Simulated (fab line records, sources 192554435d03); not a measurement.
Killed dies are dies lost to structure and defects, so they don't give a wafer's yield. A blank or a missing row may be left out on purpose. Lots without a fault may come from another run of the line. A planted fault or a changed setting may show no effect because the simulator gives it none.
Problem report in the 8D (eight disciplines) form, filled by code | flow n5_finfet | the parts of the form that need people (team, actions taken, sign-off) are left out

1. THE PROBLEM
etch_rf_on_time_s at N5_MOL_CONTACT_COAG_ETCH_105 reads a mean of 37.8 s on 2 wafers of 2 lots; wafers without a fault read 26.1 s with a standard deviation of 0.51. That is +23 standard deviations from the usual mean.
The step: etches SiARC in CF4, target depth 15.6 nm, time 26 s.
First seen on wafer L188.3, day 8 04:47, on rie_diel-05. The record holds 25 wafers of 9 lots with a number at this step. Rule for "out", or "out of limits": more than 4 standard deviations from the usual mean. The other wafers with a number count as sound.

2. WHAT IT IS AND WHAT IT IS NOT
question                    | is                | is not
which readings at this step | etch_rf_on_time_s | chamber_pressure_mTorr, drypump_motor_current_A, rf_vpp_V, showerhead_plenum_p_Torr, throttle_valve_pct
which lots                  | L188, L191        | L175, L176, L184, L194, L196, L197, L198
which wafers of those lots  | L188.3, L191.3    | L188.4, L191.6
read on which tools         | rie_diel-05       | rie_diel-02, rie_diel-04
when                        | from day 8 04:47  | up to then (10 sound wafers); but 13 sound wafers of L191, L194, L196, L197, L198 came after

3. SUSPECTS, AND WHAT RULES EACH OUT
Counting: a tool at a process step up to the reading stays a suspect if it ran every lot that is out. Sound lots after the first of them don't rule it out here, since some wafers of a struck lot are sound.
- rie_diel-05 at N5_MOL_CONTACT_COAG_ETCH_105 (etches SiARC in CF4, target depth 15.6 nm, time 26 s): kept. It ran every lot that is out, first L188 (day 8 04:47); its last sound lot up to then is L184 (day 6 23:37). Its own readings are out on those wafers: etch_rf_on_time_s.
Left after counting: rie_diel-05 at N5_MOL_CONTACT_COAG_ETCH_105.

4. THE CAUSE (what the simulator had put in)
Process parameter drift: rie_diel-05, from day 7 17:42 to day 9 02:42, at N5_MOL_CONTACT_COAG_ETCH_105. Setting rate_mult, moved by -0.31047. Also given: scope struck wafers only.
Counting left only this tool.

5. THE CHAIN OF EFFECTS, in route order
Each row: a reading whose mean over the struck wafers that have a number lies more than 3 standard deviations from the usual. Only readings for which the record gives a usual standard deviation are gone through. hours: the time from each lot's start at the first step in this table that gives one to its start at this step, as a median over the lots. sigmas: the change in usual standard deviations.
hours | step                         | reading           | usual   | on struck wafers | change | sigmas
0     | N5_MOL_CONTACT_COAG_ETCH_105 | etch_rf_on_time_s | 26.1 s  | 37.8             | +11.6  | +23
0     | N5_MOL_CONTACT_COAG_ETCH_105 | rf_fwd_power_W    | 532.3 W | 539.5            | +7.2   | +3.3
The process steps in it:
- N5_MOL_CONTACT_COAG_ETCH_105: etches SiARC in CF4, target depth 15.6 nm, time 26 s.
Later measuring or inspecting steps at which every struck wafer that the step has a row for has a number for every such reading, and none has moved that far: N5_BEOL_M4_RC_MEAS_101.

6. WHAT WOULD HAVE CAUGHT IT SOONER
In this record the first reading out of limits was taken at day 8 04:47, 11 hours after the fault began at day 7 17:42.
